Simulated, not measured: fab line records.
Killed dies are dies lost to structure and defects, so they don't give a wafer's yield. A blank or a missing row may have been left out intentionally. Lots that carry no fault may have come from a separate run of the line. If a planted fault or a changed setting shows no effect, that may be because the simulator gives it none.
Matching of chambers	flow n5 finfet	N5_BEOL_M5_CURE_80 on uv cure-01: 3 sister chambers
The step cures SiCOH lowk, time 120 s. 14 wafers are shown with their chamber, then 7 later ones without.

== WAFERS PAIRED WITH THEIR CHAMBERS ==
wafer	chamber	wafer_temp_C_max	lamp power pct (%)
L081.2	0	373.1	52.25
L081.3	0	373.1	52.31
L081.5	0	372.6	52.29
L080.1	2	371.0	52.35
L080.2	2	371.7	52.33
L080.6	2	371.2	52.38
L082.2	2	370.9	52.39
L082.5	2	371.4	52.39
L082.6	2	371.2	52.26
L084.1	2	371.5	52.41
L084.3	2	372.4	52.43
L084.6	2	371.8	52.40
L086.4	1	372.3	52.28
L086.5	1	372.3	52.22

SIGNATURES (means of the wafers above)
reading	chamber 0	chamber 1	chamber 2	scatter within a chamber
wafer_temp_C_max	372.933	372.300	371.456	0.414
lamp power pct	52.2833	52.2500	52.3711	0.0474
Rule: for a wafer and a chamber, the distance is found by dividing, reading by reading, the gap between the wafer's reading and the chamber's mean by the reading's scatter, squaring, summing and taking the root. The wafer belongs to the nearest chamber; if the next one is less than 2 further off, it can't be placed. The scatter is the square root of a quotient: the sum, over the shown wafers, of each reading's squared deviation from its chamber's mean, divided by wafers minus chambers.

== WAFERS WHOSE CHAMBER IS MISSING ==
wafer	wafer_temp_C_max	lamp power pct (%)
L086.6	371.5	52.32
L095.1	371.9	52.38
L095.3	373.1	52.27
L095.4	371.5	52.27
L097.1	371.3	52.32
L097.2	371.6	52.28
L097.5	372.2	52.27

== WHICH CHAMBER EACH ONE RAN IN ==
wafer	from the rows above	in truth
L086.6	can't be placed: 2 or 1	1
L095.1	can't be placed: 2 or 1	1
L095.3	can't be placed: 0 or 1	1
L095.4	can't be placed: 1 or 2 or 0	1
L097.1	can't be placed: 2 or 1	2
L097.2	can't be placed: 1 or 2 or 0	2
L097.5	can't be placed: 1 or 0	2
0 of 7 placed correctly. Cannot be placed on the basis of these rows: 7; the candidates contain the true chamber in 6. Placed wrongly: 0.
